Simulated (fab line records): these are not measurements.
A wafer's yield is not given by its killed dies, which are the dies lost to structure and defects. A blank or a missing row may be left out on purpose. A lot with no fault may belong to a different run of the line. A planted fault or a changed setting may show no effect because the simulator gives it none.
fab line records	flow n5_finfet
record lots=6	wafers=17	last_day=18
route steps=1938 shown BEOL_M9@1446 BEOL_M10@1470 PASSIVATION@1936
lots with no fault: from the same line, run without faults
start_h: hours from the record's first day to the start of the lot's first wafer shown	wait_h: hours elapsed since this lot's preceding step	" repeats the value in the row above	L1.1+2: a row that stands for several wafers	- no value, or no start given	* or withheld: withheld	< > ~ a bound
route shown NAME@n: NAME is a module with steps in the file, n the number in the route of the first one	usual: the fault-free wafers' mean and standard deviation	same: alike in all rows	chamber/n: place in a boat	sites: per-site readings	_std_site: the standard deviation of these	_edge_site: the outer-site mean with the inner-site mean subtracted	radius_mm: for every site, how far away it sits from the centre of the wafer	mask NAME#n: copy n	behind: the most recent tool/chamber to have shaped the wafer	hold: why the lot was held/for how many hours/how that ended	device: the transistor (n, p or np) that didn't switch	end of line: tests of these same wafers at the route's end	step lacking rows: just its recipe	killed: dies lost to structure and defects at the first sort, not the wafer's yield	map: the dies of a wafer, with x for killed, . for not killed, _ for no die there
set.NAME: the setting as run; set.NAME@STEP: as run at that earlier step	model.NAME: the simulator's own value behind a step, which no gauge read
lots seen at some steps along the route; tables by step, rows by wafer
services: a tool's chamber out of use, with start hour (start_h, from the record's first day; less than 0 if before it), hours out, and reason
## steps
# step N5_BEOL_M9_TRENCH_ETCH_37
# recipe chemistry=C4F6/O2	target_depth_a=1514.3	target=SiCOH_lowk	time_s=49	ion_energy_ev=250	pressure_mtorr=30	source_w=345	bias_w=185	Ar_flow_sccm=300	C4F6_flow_sccm=10	O2_flow_sccm=10
# step N5_BEOL_M9_ETCH_41
# recipe chemistry=CH3F/O2	target=SiCN	target_depth_a=366	taper_deg=2	time_s=70.1	ion_energy_ev=120	mask_material=TiN	pressure_mtorr=30	source_w=395	bias_w=75	Ar_flow_sccm=150	CH3F_flow_sccm=30	O2_flow_sccm=20
# step N5_BEOL_M9_STRIP_80
# recipe chemistry=N2/H2	time_s=10	power_w=450	temp_c=40	pressure_mtorr=20	rf_frequency_hz=6e+07	bias_power_w=7	n2_flow_sccm=200	h2_flow_sccm=200
# step N5_BEOL_M9_OCD_MEAS_38
# usual trench_depth_nm=151/3.3
lot.wafer	tool	chamber	start_h	wait_h	trench_depth_nm
L460.1	ocd-01	-	261.34	-	147
L460.3	"	-	"	"	148
L460.6	"	-	"	"	151
L463.2	ocd-02	-	274.24	-	150
L463.5	"	-	"	"	153
L463.6	"	-	"	"	157
L462.3	ocd-01	-	277.51	-	151
L462.4	"	-	"	"	148
L462.5	"	-	"	"	150
L471.1	ocd-01	-	310.32	-	152
L471.4	"	-	"	"	148
L471.6	"	-	"	"	149
L475.3	ocd-01	-	344.25	-	152
L475.6	"	-	"	"	147
L477.1	ocd-01	-	362.19	-	148
L477.2	"	-	"	"	154
L477.6	"	-	"	"	156
# step N5_BEOL_M9_HM_STRIP_39
# recipe chemistry=peroxide_tin_strip	material=TiN	target_depth_a=250	temp_c=50	time_s=158
# step N5_BEOL_M9_SRD_40
# recipe time_s=30	temp_c=23	rinse_liquid=diw	dry=ipa_marangoni
# step N5_BEOL_M9_PRECLEAN_42
# recipe chemistry=residue_remover	time_s=60	temp_c=40
# step N5_BEOL_M9_SRD_43
# recipe time_s=30	temp_c=23	rinse_liquid=diw	dry=ipa_marangoni
# step N5_BEOL_M9_CD_MEAS_35
# recipe target_cd_nm=70	target_cd_y_nm=40	polarity=opening
# usual cd_nm=69.9/0.85
lot.wafer	tool	chamber	start_h	wait_h	cd_nm
L460.1	cd_sem-01	-	261.50	0.0	68.8
L460.3	"	-	"	"	69.1
L460.6	"	-	"	"	69.7
L463.2	cd_sem-01	-	274.39	0.0	70.5
L463.5	"	-	"	"	70.2
L463.6	"	-	"	"	69.5
L462.3	cd_sem-03	-	277.66	0.0	70.2
L462.4	"	-	"	"	70.0
L462.5	"	-	"	"	70.7
L471.1	cd_sem-01	-	310.47	0.0	70.6
L471.4	"	-	"	"	70.4
L471.6	"	-	"	"	70.6
L475.3	cd_sem-02	-	344.40	0.0	69.1
L475.6	"	-	"	"	69.4
L477.1	cd_sem-02	-	362.34	0.0	70.2
L477.2	"	-	"	"	70.0
L477.6	"	-	"	"	68.1
# step N5_BEOL_M9_CURE_72
# recipe temp_c=370	time_s=120	ambient=DMADMS/He	material=SiCOH_lowk
# step N5_BEOL_M9_DEGAS_44
# recipe ambient=vacuum	temp_c=250	time_s=60
# step N5_BEOL_M9_PRE_CLEAN_45
# recipe gas=H2/He	time_s=30	temp_c=250
# usual heater_power_w=330/23
lot.wafer	tool	chamber	start_h	wait_h	heater_power_w
L460.1	pvd_sputter-01	-	261.98	0.0	318
L460.3	"	-	"	"	330
L460.6	"	-	"	"	306
L463.2	pvd_sputter-03	-	275.37	0.0	307
L463.5	"	-	"	"	327
L463.6	"	-	"	"	374
L462.3	pvd_sputter-03	-	278.23	0.0	321
L462.4	"	-	"	"	377
L462.5	"	-	"	"	330
L471.1	pvd_sputter-02	-	310.96	0.0	361
L471.4	"	-	"	"	328
L471.6	"	-	"	"	332
L475.3	pvd_sputter-02	-	344.96	0.0	316
L475.6	"	-	"	"	343
L477.1	pvd_sputter-02	-	362.83	0.0	353
L477.2	"	-	"	"	322
L477.6	"	-	"	"	328
# step N5_BEOL_M9_ALD_74
# recipe material=TaN	target_thk_a=20	temp_c=275	ald_precursor_family=PDMAT	ald_co_reactant=NH3	pressure_torr=3	carrier_flow_sccm=1500	pulse_time_s=2	purge_time_s=3	co_reactant_purge_time_s=2	co_reactant_pulse_time_s=3	ald_cycles=40	precursor_vessel_temp_c=75	precursor_vessel_pressure_torr=26.25	precursor_vessel_carrier_sccm=1000
# usual heater_power_w=433/31	precursor_vessel_carrier_sccm=999.7/2.7
lot.wafer	tool	chamber	start_h	wait_h	heater_power_w	precursor_vessel_carrier_sccm
L460.1	ald_metal-03	2	262.04	0.0	432	1002.0
L460.3	"	0	"	"	365	997.4
L460.6	"	3	"	"	385	997.7
L463.2	ald_metal-01	3	275.46	0.1	468	1004.2
L463.5	"	3	"	"	474	1004.4
L463.6	"	0	"	"	464	994.8
L462.3	ald_metal-04	2	278.29	0.0	448	1008.2
L462.4	"	3	"	"	415	1001.1
L462.5	"	1	"	"	421	999.3
L471.1	ald_metal-01	3	311.25	0.3	474	999.3
L471.4	"	0	"	"	450	998.7
L471.6	"	3	"	"	472	1000.1
L475.3	ald_metal-03	1	345.02	0.0	482	996.3
L475.6	"	0	"	"	385	997.5
L477.1	ald_metal-03	1	362.89	0.0	477	997.1
L477.2	"	0	"	"	381	1002.4
L477.6	"	1	"	"	473	1000.1
# step N5_BEOL_M9_SURFACE_TREAT_79
# recipe gas=Ar	time_s=*	ion_energy_ev=*	ion_current_ma_cm2=0.5	pressure_mtorr=*	ar_flow_sccm=30
# step N5_BEOL_M9_CVD_78
# recipe material=Co	target_thk_a=20	temp_c=withheld	precursor=CCTBA/H2	pressure_torr=30	time_s=138.9
# step N5_BEOL_M9_SPUTTER_48
# recipe material=Cu	target_thk_a=120	temp_c=-20	bias_v=60	power_w=26000	chamber_pressure_pa=0.13	time_s=2
# usual throttle_valve_pct=29.7/1.1
lot.wafer	tool	chamber	start_h	wait_h	throttle_valve_pct
L460.1	pvd_sputter-03	-	262.50	0.1	31.3
L460.3	"	-	"	"	29.3
L460.6	"	-	"	"	27.5
L463.2	pvd_sputter-01	-	277.66	1.4	29.9
L463.5	"	-	"	"	28.9
L463.6	"	-	"	"	29.9
L462.3	pvd_sputter-03	-	278.81	0.1	27.6
L462.4	"	-	"	"	30.2
L462.5	"	-	"	"	29.7
L471.1	pvd_sputter-03	-	312.23	0.1	30.4
L471.4	"	-	"	"	29.4
L471.6	"	-	"	"	29.4
L475.3	pvd_sputter-02	-	345.64	0.1	29.8
L475.6	"	-	"	"	29.2
L477.1	pvd_sputter-03	-	363.43	0.1	27.3
L477.2	"	-	"	"	30.3
L477.6	"	-	"	"	27.3
# step N5_BEOL_M9_ECD_50
# recipe material=Cu	target_thk_a=3180
# step N5_BEOL_M9_ANNEAL_51
# recipe temp_c=225	time_s=90	ambient=N2
# usual wafer_temp_C_max=225.71/0.2
lot.wafer	tool	chamber	start_h	wait_h	wafer_temp_C_max
L460.1	rtp_anneal-01	0	262.78	0.1	225.84
L460.3	"	0	"	"	225.57
L460.6	"	0	"	"	225.79
L463.2	rtp_anneal-01	0	278.01	0.2	225.59
L463.5	"	0	"	"	225.45
L463.6	"	0	"	"	225.16
L462.3	rtp_anneal-02	0	279.13	0.1	225.62
L462.4	"	0	"	"	225.77
L462.5	"	0	"	"	225.54
L471.1	rtp_anneal-02	0	312.66	0.3	225.45
L471.4	"	0	"	"	225.84
L471.6	"	0	"	"	225.77
L475.3	rtp_anneal-02	0	346.33	0.5	225.39
L475.6	"	0	"	"	225.79
L477.1	rtp_anneal-01	0	363.78	0.1	225.58
L477.2	"	0	"	"	225.61
L477.6	"	0	"	"	225.36
# step N5_BEOL_M9_CMP_52
# recipe stop_on=SiCOH_lowk	t_overpolish_s=7	down_force_psi=1	platen_rpm=50	clearing_platen_down_force_psi=1.5	clearing_platen_rpm=50	post_cmp_clean=cu_alkaline	target_thk_nm=140	clearing_platen_pad_velocity_m_s=0.99484	pad_velocity_m_s=0.99484
# step N5_BEOL_M9_THK_MEAS_53
# recipe thk_meas_gauge=xrf	reads=Cu_of_BEOL_M9_ECD_50
# usual M9_THK=141/3.8
lot.wafer	tool	chamber	start_h	wait_h	M9_THK[nm]
L460.1	film_metro-01	-	263.38	-	137
L460.3	"	-	"	"	138
L460.6	"	-	"	"	140
L463.2	film_metro-01	-	278.56	-	141
L463.5	"	-	"	"	145
L463.6	"	-	"	"	149
L462.3	film_metro-01	-	279.63	-	142
L462.4	"	-	"	"	137
L462.5	"	-	"	"	140
L471.1	film_metro-01	-	313.26	-	141
L471.4	"	-	"	"	138
L471.6	"	-	"	"	138
L475.3	film_metro-01	-	346.83	-	143
L475.6	"	-	"	"	137
L477.1	film_metro-01	-	364.37	-	137
L477.2	"	-	"	"	145
L477.6	"	-	"	"	147
# step N5_BEOL_M9_PRE_CLEAN_55
# recipe gas=NH3	time_s=15	temp_c=withheld	rf_power_w=300
# step N5_BEOL_M9_DEP_56
# recipe material=SiCN	target_thk_a=150	temp_c=withheld	precursor=3MS/NH3	pressure_torr=3	rf_w=202	time_s=26.5
# step N5_BEOL_M9_RS_MEAS_57
# recipe thk_meas_gauge=four-point-probe	reads=Cu_of_BEOL_M9_ECD_50+Co_of_BEOL_M9_CVD_78+TaN_of_BEOL_M9_ALD_74
# usual M9_RS=0.152/0.0042
lot.wafer	tool	chamber	start_h	wait_h	M9_RS[ohm/sq]
L460.1	film_metro-02	-	263.52	0.1	0.157
L460.3	"	-	"	"	0.155
L460.6	"	-	"	"	0.151
L463.2	film_metro-01	-	278.69	0.1	0.154
L463.5	"	-	"	"	0.148
L463.6	"	-	"	"	0.144
L462.3	film_metro-01	-	279.76	0.1	0.151
L462.4	"	-	"	"	0.155
L462.5	"	-	"	"	0.153
L471.1	film_metro-01	-	313.39	0.1	0.151
L471.4	"	-	"	"	0.156
L471.6	"	-	"	"	0.157
L475.3	film_metro-02	-	346.96	0.1	0.149
L475.6	"	-	"	"	0.157
L477.1	film_metro-02	-	364.51	0.1	0.156
L477.2	"	-	"	"	0.148
L477.6	"	-	"	"	0.146
# step N5_BEOL_M10_ILD_DEP_00
# recipe material=SiCOH_lowk	target_thk_a=3085.1	temp_c=300	precursor=DEMS/porogen	pressure_torr=5	rf_w=500	time_s=58
# usual heater_power_w=280/46	showerhead_plenum_p_Torr=5.735/0.014	throttle_valve_pct=13.7/0.83
lot.wafer	tool	chamber	start_h	wait_h	heater_power_w	showerhead_plenum_p_Torr	throttle_valve_pct
L460.1	pecvd-03	1	263.58	0.0	339	5.716	14.6
L460.3	"	0	"	"	225	5.759	13.4
L460.6	"	2	"	"	264	5.725	12.6
L463.2	pecvd-03	1	278.75	0.0	284	5.736	14.2
L463.5	"	2	"	"	293	5.736	12.6
L463.6	"	1	"	"	294	5.720	14.5
L462.3	pecvd-03	1	279.83	0.0	327	5.715	14.3
L462.4	"	1	"	"	333	5.718	14.4
L462.5	"	2	"	"	265	5.735	12.5
L471.1	pecvd-02	2	313.45	0.0	355	5.740	12.9
L471.4	"	1	"	"	299	5.719	15.1
L471.6	"	0	"	"	247	5.728	14.6
L475.3	pecvd-01	1	347.02	0.0	374	5.736	13.9
L475.6	"	0	"	"	318	5.741	13.5
L477.1	pecvd-01	1	364.57	0.0	425	5.731	14.0
L477.2	"	2	"	"	348	5.757	13.2
L477.6	"	1	"	"	344	5.712	13.9
# step N5_BEOL_M10_CURE_71
# recipe temp_c=385	time_s=240	ambient=He/Ar	material=SiCOH_lowk
# step N5_BEOL_M10_THK_MEAS_01
# recipe reads=SiCOH_lowk_of_BEOL_M10_ILD_DEP_00
# usual M10_ILD_THK=267/3.7
lot.wafer	tool	chamber	start_h	wait_h	M10_ILD_THK[nm]
L460.1	film_metro-02	-	264.17	0.4	266
L460.3	"	-	"	"	265
L460.6	"	-	"	"	270
L463.2	film_metro-01	-	279.35	0.4	267
L463.5	"	-	"	"	272
L463.6	"	-	"	"	273
L462.3	film_metro-02	-	280.42	0.3	266
L462.4	"	-	"	"	271
L462.5	"	-	"	"	271
L471.1	film_metro-02	-	314.16	0.4	268
L471.4	"	-	"	"	264
L471.6	"	-	"	"	273
L475.3	film_metro-02	-	347.84	0.3	267
L475.6	"	-	"	"	269
L477.1	film_metro-02	-	365.16	0.4	265
L477.2	"	-	"	"	259
L477.6	"	-	"	"	269
# step N5_BEOL_M10_PECVD_70
# recipe material=SiO2	target_thk_a=200	temp_c=400	precursor=TEOS/O2	pressure_torr=5.5	rf_w=450	teos_flow_sccm=53.8	gas=O2	flow_sccm=3000	time_s=22.7
# step N5_BEOL_M10_HM_DEP_02
# recipe material=TiN	target_thk_a=200	temp_c=25	chamber_pressure_pa=0.49996
# usual throttle_valve_pct=29.6/1.2
lot.wafer	tool	chamber	start_h	wait_h	throttle_valve_pct
L460.1	pvd_sputter-03	-	265.50	1.3	29.5
L460.3	"	-	"	"	27.4
L460.6	"	-	"	"	29.4
L463.2	pvd_sputter-01	-	281.01	1.6	30.4
L463.5	"	-	"	"	29.0
L463.6	"	-	"	"	30.0
L462.3	pvd_sputter-03	-	281.11	0.6	29.9
L462.4	"	-	"	"	29.7
L462.5	"	-	"	"	29.6
L471.1	pvd_sputter-03	-	315.55	1.3	27.4
L471.4	"	-	"	"	30.1
L471.6	"	-	"	"	30.3
L475.3	pvd_sputter-03	-	349.65	1.8	30.2
L475.6	"	-	"	"	31.2
L477.1	pvd_sputter-03	-	365.85	0.6	27.5
L477.2	"	-	"	"	31.2
L477.6	"	-	"	"	27.5
# step N5_BEOL_M10_COAT_59
# recipe resist=SOC	temp_c=250	time_s=60	spin_rpm=1500	resist_thk_nm=100
# step N5_BEOL_M10_COAT_60
# recipe resist=SiARC	temp_c=220	time_s=60	spin_rpm=1500	resist_thk_nm=30
# step N5_BEOL_M10_COAT_05
# recipe resist=CAR-ArF	spin_rpm=1500	resist_thk_nm=90
# step N5_BEOL_M10_EBR_07
# recipe solvent=PGMEA	ebr_width_mm=1.5
# step N5_BEOL_M10_SOFTBAKE_06
# recipe temp_c=110	time_s=60	resist=CAR-ArF
# step N5_BEOL_M10_EXPOSE_08
# recipe mask_id=M10	na=1.35	source_shape=dipole	sigma_inner=0.411	sigma_outer=0.611	polarization=te	dose_mj=53.75
# step N5_BEOL_M10_PEB_09
# recipe peb_temp_c=withheld	peb_time_s=60	resist=CAR-ArF
# step N5_BEOL_M10_DEVELOP_10
# recipe develop_time_s=30	developer=TMAH	resist=CAR-ArF	rinse_liquid=diw	dry=air_spin	dev_temp_c=23
# step N5_BEOL_M10_CD_MEAS_11
# recipe target_cd_nm=64.1	landing_energy_ev=500	detector=se_inlens	polarity=opening
# usual cd_nm=64.3/0.7
lot.wafer	tool	chamber	start_h	wait_h	cd_nm
L460.1	cd_sem-03	0	265.99	-	62.9
L460.3	"	0	"	"	63.8
L460.6	"	0	"	"	62.7
L463.2	cd_sem-01	0	281.51	-	63.6
L463.5	"	0	"	"	64.3
L463.6	"	0	"	"	63.5
L462.3	cd_sem-03	0	281.55	-	63.5
L462.4	"	0	"	"	63.3
L462.5	"	0	"	"	63.7
L471.1	cd_sem-01	0	316.05	-	63.6
L471.4	"	0	"	"	64.6
L471.6	"	0	"	"	64.9
L475.3	cd_sem-01	0	350.03	-	65.0
L475.6	"	0	"	"	64.1
L477.1	cd_sem-02	0	366.23	-	64.7
L477.2	"	0	"	"	64.1
L477.6	"	0	"	"	63.6
# step N5_BEOL_M10_OVL_MEAS_12
# recipe points_per_wafer=44
# usual M10_OVL=-0.2/0.75
lot.wafer	tool	chamber	start_h	wait_h	M10_OVL[nm]
L460.1	overlay-02	0	266.02	0.0	1.1
L460.3	"	0	"	"	1.0
L460.6	"	0	"	"	0.5
L463.2	overlay-02	0	281.53	0.0	-1.3
L463.5	"	0	"	"	-0.8
L463.6	"	0	"	"	-0.7
L462.3	overlay-01	0	281.57	0.0	0.4
L462.4	"	0	"	"	1.3
L462.5	"	0	"	"	-0.6
L471.1	overlay-01	0	316.08	0.0	0.0
L471.4	"	0	"	"	0.4
L471.6	"	0	"	"	-0.8
L475.3	overlay-02	0	350.06	0.0	-0.7
L475.6	"	0	"	"	0.0
L477.1	overlay-02	0	366.26	0.0	0.0
L477.2	"	0	"	"	0.5
L477.6	"	0	"	"	0.5
# step N5_BEOL_M10_DESCUM_16
# recipe chemistry=O2	time_s=7.9	source_power_w=50	bias_power_w=20	pressure_mtorr=20	rf_frequency_hz=2.712e+07	temp_c=40	resist=CAR-ArF	o2_flow_sccm=225
# step N5_BEOL_M10_ETCH_61
# recipe chemistry=CF4	target=SiARC	target_depth_a=390	mask_material=CAR-ArF	time_s=65	ion_energy_ev=80	pressure_mtorr=40	source_w=545	bias_w=36	Ar_flow_sccm=100	cf4_flow_sccm=100	ends=cleared
# step N5_PASSIVATION_PROBE_49
# usual defect_limited_yield=91.1/1.4	killed_at_M0_to_M3=34/9.7	killed_at_M4_up=13/5.1	killed_at_contacts=14/6.3	killed_at_front_end=40/11	killed_at_other=3.5/2.7	killed_dies=105/16	killed_on_rim=13/4.1	killed_open=70/12	killed_short=34/7.8	sort_bin_5_function=5.2/0.88	sort_bin_6_memory=3.3/0.7	sort_n_pass=1074/17	sort_yield_pct=91.0/1.5
# same gross_dies=1180	killed_at_back_side=0	sort_bin_4_leakage[%]=0	sort_bin_8_speed[%]=0
lot.wafer	tool	chamber	start_h	wait_h	defect_limited_yield[%]	killed_at_M0_to_M3	killed_at_M4_up	killed_at_contacts	killed_at_front_end	killed_at_other	killed_dies	killed_on_rim	killed_open	killed_short	sort_bin_5_function[%]	sort_bin_6_memory[%]	sort_n_pass	sort_yield_pct[%]
L460.1	prober-01	-	320.87	0.0	91.9	40	10	9	29	8	96	12	59	34	4.6	3.1	1084	91.9
L460.3	prober-01	-	320.97	0.1	91.7	33	10	16	37	2	98	16	69	28	5.1	3.0	1082	91.7
L460.6	prober-01	-	321.12	0.3	91.9	30	19	11	31	4	95	7	62	32	5.0	2.7	1085	91.9
L462.3	prober-01	-	335.96	0.1	91.4	25	17	11	48	1	102	10	63	31	4.1	4.0	1078	91.4
L462.4	prober-01	-	336.01	0.2	92.7	17	13	16	39	1	86	13	65	20	4.4	2.8	1094	92.7
L462.5	prober-01	-	336.06	0.2	91.4	45	8	18	30	0	101	10	68	27	5.5	2.3	1079	91.4
L463.2	prober-02	-	339.09	0.1	90.3	37	14	11	48	5	115	12	77	32	5.5	3.6	1065	90.3
L463.5	prober-02	-	339.24	0.2	91.3	22	9	9	60	3	103	13	67	36	5.3	3.3	1077	91.3
L463.6	prober-02	-	339.29	0.3	91.9	25	13	6	50	1	95	15	70	24	4.1	3.6	1085	91.9
L471.1	prober-01	-	371.50	0.0	92.0	35	19	11	28	1	94	12	67	26	4.8	2.7	1086	92.0
L471.4	prober-01	-	371.65	0.2	92.7	30	11	4	38	3	86	9	57	28	4.4	2.5	1094	92.7
L471.6	prober-01	-	371.75	0.3	92.2	40	9	7	33	3	92	14	67	25	4.2	3.4	1088	92.2
L475.6	prober-01	-	403.33	0.3	83.8	28	125	11	25	2	191	27	52	23	10.1	3.8	989	83.8
L477.1	prober-01	-	423.72	0.0	90.8	39	11	5	51	3	109	13	65	43	5.1	3.8	1071	90.8
L477.2	prober-01	-	423.77	0.1	83.0	29	126	3	41	2	201	24	69	20	10.8	3.7	979	83.0
L477.6	prober-01	-	423.97	0.3	87.8	40	18	21	63	2	144	13	107	37	7.5	4.5	1036	87.8
# killed by level:class
L460.1 BEOL_M2:geometric_particle:open=8 MOL_CONTACT_COAG:geometric_particle:open=8 FIN_SAQP:geometric_particle:short=7 BEOL_M0_SAQP:geometric_particle:short=7 BEOL_M1:geometric_particle:open=7 BEOL_M0_SAQP:geometric_particle:open=6 STI_FIN_REVEAL:geometric_particle:open=5 STARTING-WAFER:geometric_particle:open=4
L460.3 MOL_CONTACT_COAG:geometric_particle:open=15 STI_FIN_REVEAL:geometric_particle:open=8 BEOL_M3:geometric_particle:open=8 FIN_SAQP:geometric_particle:short=6 BEOL_M2:geometric_particle:open=6 BEOL_M0_SAQP:geometric_particle:open=5 DUMMY_GATE:geometric_particle:open=4 GATE_CUT:geometric_particle:short=4
L460.6 MOL_CONTACT_COAG:geometric_particle:open=10 BEOL_M1:geometric_particle:open=7 FIN_SAQP:geometric_particle:short=6 STI_FIN_REVEAL:geometric_particle:open=6 BEOL_M4:geometric_particle:open=6 BEOL_M2:geometric_particle:open=5 BEOL_M5:geometric_particle:open=5 DUMMY_GATE:geometric_particle:open=4
L462.3 STI_FIN_REVEAL:geometric_particle:open=10 MOL_CONTACT_COAG:geometric_particle:open=9 BEOL_M0_SAQP:geometric_particle:short=9 GATE_CUT:geometric_particle:open=7 BEOL_M0_SAQP:geometric_particle:open=6 BEOL_M5:geometric_particle:open=6 DUMMY_GATE:geometric_particle:open=5 GATE_CUT:geometric_particle:short=5
L462.4 STI_FIN_REVEAL:geometric_particle:open=16 MOL_CONTACT_COAG:geometric_particle:open=11 BEOL_M0:geometric_particle:open=9 MOL_CONTACT_COAG:geometric_particle:short=5 GATE_CUT:geometric_particle:open=4 BEOL_M4:geometric_particle:open=4 BEOL_M5:geometric_particle:open=4 FIN_SAQP:geometric_particle:open=3
L462.5 MOL_CONTACT_COAG:geometric_particle:open=17 BEOL_M0_SAQP:geometric_particle:open=9 BEOL_M3:geometric_particle:open=9 BEOL_M0_SAQP:geometric_particle:short=8 BEOL_M2:geometric_particle:open=7 BEOL_M0:geometric_particle:open=6 STI_FIN_REVEAL:geometric_particle:open=5 BEOL_M5:geometric_particle:open=5
L463.2 STI_FIN_REVEAL:geometric_particle:open=19 BEOL_M0_SAQP:geometric_particle:short=12 BEOL_M3:geometric_particle:open=9 MOL_CONTACT_COAG:geometric_particle:open=9 BEOL_M0_SAQP:geometric_particle:open=9 FIN_SAQP:geometric_particle:open=5 DUMMY_GATE:geometric_particle:open=5 BEOL_M4:geometric_particle:open=5
L463.5 STI_FIN_REVEAL:geometric_particle:open=18 BEOL_M0_SAQP:geometric_particle:short=8 MOL_CONTACT_COAG:geometric_particle:open=7 FIN_SAQP:geometric_particle:open=6 BEOL_M0_SAQP:geometric_particle:open=6 GATE_CUT:geometric_particle:short=5 BEOL_M3:geometric_particle:open=5 STARTING-WAFER:geometric_particle:short=5
L463.6 STI_FIN_REVEAL:geometric_particle:open=20 FIN_SAQP:geometric_particle:short=13 BEOL_M2:geometric_particle:open=10 MOL_CONTACT_COAG:geometric_particle:open=6 BEOL_M1:geometric_particle:open=5 BEOL_M0_SAQP:geometric_particle:short=4 BEOL_M4:geometric_particle:open=4 STARTING-WAFER:geometric_particle:open=4
L471.1 STI_FIN_REVEAL:geometric_particle:open=12 MOL_CONTACT_COAG:geometric_particle:open=9 BEOL_M0_SAQP:geometric_particle:open=7 BEOL_M2:geometric_particle:open=6 BEOL_M1:geometric_particle:open=5 BEOL_M0_SAQP:geometric_particle:short=5 STI_FIN_REVEAL:geometric_particle:short=4 BEOL_M4:geometric_particle:open=4
L471.4 STI_FIN_REVEAL:geometric_particle:open=9 FIN_SAQP:geometric_particle:open=7 BEOL_M0_SAQP:geometric_particle:open=6 BEOL_M1:geometric_particle:open=6 BEOL_M4:geometric_particle:open=6 BEOL_M0_SAQP:geometric_particle:short=5 BEOL_M3:geometric_particle:open=5 STARTING-WAFER:geometric_particle:short=4
L471.6 BEOL_M3:geometric_particle:open=11 FIN_SAQP:geometric_particle:open=10 BEOL_M0_SAQP:geometric_particle:open=9 BEOL_M0_SAQP:geometric_particle:short=9 STI_FIN_REVEAL:geometric_particle:open=7 DUMMY_GATE:geometric_particle:open=6 BEOL_M4:geometric_particle:open=6 BEOL_M2:geometric_particle:open=5
L475.6 BEOL_M9:unspecified=114 MOL_CONTACT_COAG:geometric_particle:open=9 FIN_SAQP:geometric_particle:short=7 BEOL_M1:geometric_particle:open=6 BEOL_M2:geometric_particle:open=6 BEOL_M4:geometric_particle:open=6 FIN_SAQP:geometric_particle:open=4 BEOL_M3:geometric_particle:open=4
L477.1 BEOL_M0_SAQP:geometric_particle:short=19 STI_FIN_REVEAL:geometric_particle:open=18 BEOL_M0_SAQP:geometric_particle:open=10 FIN_SAQP:geometric_particle:open=8 STI_FIN_REVEAL:geometric_particle:short=7 FIN_SAQP:geometric_particle:short=6 BEOL_M1:geometric_particle:open=6 MOL_CONTACT_COAG:geometric_particle:open=5
L477.2 BEOL_M9:unspecified=112 STI_FIN_REVEAL:geometric_particle:open=21 BEOL_M4:geometric_particle:open=9 STI_FIN_REVEAL:geometric_particle:short=7 BEOL_M0_SAQP:geometric_particle:open=7 BEOL_M3:geometric_particle:open=5 BEOL_M0_SAQP:geometric_particle:short=4 BEOL_M0:geometric_particle:open=4
L477.6 STI_FIN_REVEAL:geometric_particle:open=30 MOL_CONTACT_COAG:geometric_particle:open=20 BEOL_M0_SAQP:geometric_particle:open=12 FIN_SAQP:geometric_particle:open=10 BEOL_M0_SAQP:geometric_particle:short=8 BEOL_M2:geometric_particle:open=8 STI_FIN_REVEAL:geometric_particle:short=7 BEOL_M4:geometric_particle:open=7
# map L475.6 (x killed, . not)
_________________x...........________________
______________.................x_____________
___________.............x..........__________
__________.......x............x....._________
________.x............xx.............._______
_______..............x.................______
______..................x............xx._____
_____.....x..............................____
____............x.....x..........x........___
___................x.......................__
___........x..................x...x........__
__x...............x.............x..x.....x.._
__.................x........................_
_.x.........................x.....x...x......
_...........xxx.............xx........x......
_..x..........x.....xx......x......x.........
_..........x..............................x..
_xx..........................................
_........x.............x..x....x.............
_...xx........xx.............................
_...........x................x..............x
__.......................x......x.........x._
__......................xx..x............x.._
___.....x........x..................x...xx.__
___.....................xxx.xxxxx..........__
____...................xxxxxxxx.........x.___
_____..................xxxxxxxxxx..x.....____
______...............xxxxxxxxxxxxxx....._____
_______.............x.xxxxxxxxxxxxx....______
________........x.x...xxxxxxxxxxxxx..x_______
__________....x.x....xxxxxxxxxxxxxxx_________
___________..x......xxxxxxxxxxxxxxx__________
______________.....x..xxxxxxxxxx_____________
_________________....x..xxxxx________________
# map L477.2 (x killed, . not)
_________________.......x....________________
______________....x.......x....._____________
___________...x..x......xx....x....__________
__________...............x.........._________
________.......x.........x.......x...x_______
_______.........x...........x..........______
______.............................x...._____
_____................x...x..x..x.....x...____
____..............................x.......___
___..........................x........x....__
___...............xx..........xx...........__
__....x.x..................................._
__........x..x...........x..x.......x..x...._
_........x.....x.............................
_.....x......x............x..................
_.x....xx.....x.............x.....x.....x....
_.....................x..................x..x
_..x......x...x..............................
_..x.x..................x..................x.
_...x.......x..........x...............x.....
_..........x.......x.x......................x
__..........x............xx...............x._
__.........................................._
___...............x.....x.x........x.....x.__
___......................xxxxxx............__
____...x....x.x......x...xxxxxxx...x...x..___
_____..................xxxxxxxxxx.x......____
______..............x.xxxxxxxxxxxx...x.x_____
_______..xx..........xxxxxxxxxxxxxx....______
________............xxxxxxxxxxxxxx.xx._______
__________.........xxxxxxxxxxxxxxxxx_________
___________..........xxxxxxxxxxxxxx__________
______________......xxxxxxxxxxxx_____________
_________________..xx..x..xxx________________
## services
tool	chamber	start_h	hours	kind
pecvd-01	1	254.45	48.9	repair
pecvd-03	2	264.01	2.1	scheduled_down
pecvd-01	2	264.95	6.6	repair
pecvd-03	-	299.39	28.1	pm
ald_metal-01	3	300.01	5.0	repair
ald_metal-01	2	332.98	10.1	repair
pecvd-03	-	334.70	0.7	repair
pvd_sputter-01	-	350.73	6.6	repair
pecvd-02	1	353.20	5.5	scheduled_down
pecvd-02	-	361.59	2.8	pm
## key
first_sign step=N5_PASSIVATION_PROBE_49	reading=killed_at_M4_up	direction=up	sigmas=22	usual=13	struck=126
effect step=N5_PASSIVATION_PROBE_49	reading=defect_limited_yield	direction=down	sigmas=5.6	usual=91.1	struck=83.4
more_kills_born_at N5_BEOL_M9_ALD_74@ald_metal-03=226
met_at N5_BEOL_M9_ALD_74
struck_wafers L475.6,L477.2
onset_between 262.04 345.02
fault kind=chamber_particle_source	tool=ald_metal-03	chamber=0	onset_h=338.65	steps=N5_BEOL_M9_ALD_74	rate_per_visit_cm2=0.97849
